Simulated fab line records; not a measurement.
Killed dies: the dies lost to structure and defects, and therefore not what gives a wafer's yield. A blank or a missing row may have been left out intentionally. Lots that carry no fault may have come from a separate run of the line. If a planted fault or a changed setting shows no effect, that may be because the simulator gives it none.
Comparing a struck lot with a sound one :: flow n5_finfet :: 38 out of 1938 route steps
Sound: these wafers, L260.3, L260.5, L260.6. Struck: wafer L253.4 (L253.1, L253.2, from the same lot, were not struck and are left out); the cause is given at the end.
For every step that has rows: the tool of each side, followed by ch and its chambers, followed by its first start. Under that, the readings that differ: sound wafers :: struck wafers :: difference of the means :: sigmas: that difference in standard deviations of wafers without a fault.
alike: same words and numbers on both sides, and readings whose means sit less than 2 such deviations apart. not compared: any withheld reading, any reading some wafer has no value for, any bound like >300 that may hide the same value, and any number with overlapping values for which the record gives no deviation.
Wherever a step has rows on one side only, a row that says differs or no value, or a row with sigmas, the two part there. When numbers do not overlap yet have no deviation, they are printed without sigmas and do not part them. Lack of a reading on every wafer of one side parts them only where that side has two or more wafers.

first, 9 steps without rows for these wafers: N5_BEOL_M4_ANNEAL_95 (time 240 s); N5_BEOL_M4_SPUTTER_96 (material Cu, target thk 4.5 nm, time 8.29 s); N5_BEOL_M4_ECD_50 (material Cu, target thk 300 nm); N5_BEOL_M4_ANNEAL_51 (time 90 s); N5_BEOL_M4_CMP_52 (polishes, stops on SiOC, t overpolish 6.8 s, target thk 40 nm); N5_BEOL_M4_PRE_CLEAN_60 (time 15 s); N5_BEOL_M4_CO_CAP_55 (material Co, precursor CCTBA/H2, target thk 2 nm, time 102.1 s); N5_BEOL_M4_PRE_CLEAN_56 (time 15 s); N5_BEOL_M4_DEP_57 (deposits SiCN from 3MS/NH3, target thk 8 nm, time 14 s).
N5_BEOL_M4_RC_MEAS_101:
  sound on prober-02 ch 0, day 14 08:01; struck on prober-01 ch 0, day 12 11:18
  alike: DIBL_N, DIBL_P, IOFF_N, IOFF_P, ION_N, ION_P, SS_N, SS_P, VT_N, VT_P
then, 24 steps without rows for these wafers: N5_BEOL_M5_ILD_DEP_00 (deposits SiCOH lowk from DEMS/porogen, target thk 140.64 nm, time 25.9 s); N5_BEOL_M5_CURE_79 (cures SiCOH lowk, time 240 s); N5_BEOL_M5_PECVD_70 (deposits SiO2 from TEOS/O2, target thk 16 nm, time 18 s); N5_BEOL_M5_HM_DEP_02 (deposits TiN, target thk 20 nm); N5_BEOL_M5_COAT_59 (time 60 s, resist thk 60 nm); N5_BEOL_M5_COAT_60 (time 60 s, resist thk 12 nm); N5_BEOL_M5_COAT_71 (time 60 s, resist thk 5 nm); N5_BEOL_M5_COAT_05 (resist thk 30 nm); N5_BEOL_M5_EBR_07; N5_BEOL_M5_SOFTBAKE_06 (time 60 s); N5_BEOL_M5_EXPOSE_08 (exposes mask M5, target cd 28 nm); N5_BEOL_M5_PEB_09 (peb time 60 s); N5_BEOL_M5_DEVELOP_10 (develop time 30 s); N5_BEOL_M5_DESCUM_16 (chemistry O2, time 7 s); N5_BEOL_M5_ETCH_72 (etches underlayer in N2/H2, target depth 6.5 nm, time 5.2 s); N5_BEOL_M5_ETCH_61 (etches SiARC in CF4, target depth 15.6 nm, time 26 s); N5_BEOL_M5_ETCH_62 (etches SOC in N2/H2, target depth 75 nm, overetch 15 nm, time 112.5 s); N5_BEOL_M5_STRIP_63 (strips in N2/H2); N5_BEOL_M5_STRIP_73 (strips in N2/H2); N5_BEOL_M5_STRIP_64 (strips in CF4); N5_BEOL_M5_HM_OPEN_17 (chemistry Cl2/BCl3, target TiN, target depth 20 nm, overetch 6 nm); N5_BEOL_M5_STRIP_19 (strips in O2); N5_BEOL_M5_COAT_65 (time 60 s, resist thk 60 nm); N5_BEOL_M5_COAT_66 (time 60 s, resist thk 12 nm).
N5_BEOL_M9_ILD_DEP_00: deposits SiCOH lowk from DEMS/porogen, target thk 308.51 nm, time 58 s.
  sound on pecvd-03 ch 1,2, day 15 23:28; struck on pecvd-02 ch 2, day 14 10:11
reading: run_length_s (s)
sound: 100.5 100.8 101.6
struck: 142.7
difference: +41.7
sigmas: +91

reading: model.SiCOH_lowk_of_BEOL_M9_ILD_DEP_00.thk_nm (nm)
sound: 310.4 314.4 310.2
struck: 527.8
difference: +216.1
sigmas: 
  alike: chamber_pressure_Torr, heater_power_w, showerhead_plenum_p_Torr, throttle_valve_pct
N5_BEOL_M9_THK_MEAS_01:
  sound on film_metro-01 at day 16 00:04; struck on film_metro-01 at day 14 11:09
reading: M9_ILD_THK (nm)
sound: 269 273 270
struck: 464
difference: +193
sigmas: +54
N5_BEOL_M9_CMP_52: polishes, stops on SiCOH lowk, t overpolish 7 s, target thk 140 nm.
  sound on cmp-04 ch 0,3, day 16 09:38; struck on cmp-04 ch 3, day 14 18:19
reading: model.SiCOH_lowk_of_BEOL_M9_ILD_DEP_00.thk_nm (nm)
sound: 266.6 270.2 266.6
struck: 461
difference: +193
sigmas: 
  alike: motor_current_A, slurry_flow_ml_min
  not compared: pad_life_wafers
-- record jumps: 2 days separate the struck wafers' starts on either side; left off in module BEOL_M9, taken up again in module PASSIVATION, whose first shown step is the route's number 1936 --
N5_PASSIVATION_PROBE_49:
  rows exist in the record for the struck wafers here (prober-01, day 16 23:16), but not for the sound ones

## WHERE THEY PART
Last at N5_PASSIVATION_PROBE_49 as far as this record goes, first at N5_BEOL_M9_ILD_DEP_00.

WHY: what the simulator had put in
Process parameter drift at N5_BEOL_M9_ILD_DEP_00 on pecvd-02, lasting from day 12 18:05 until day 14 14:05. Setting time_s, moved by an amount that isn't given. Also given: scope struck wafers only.
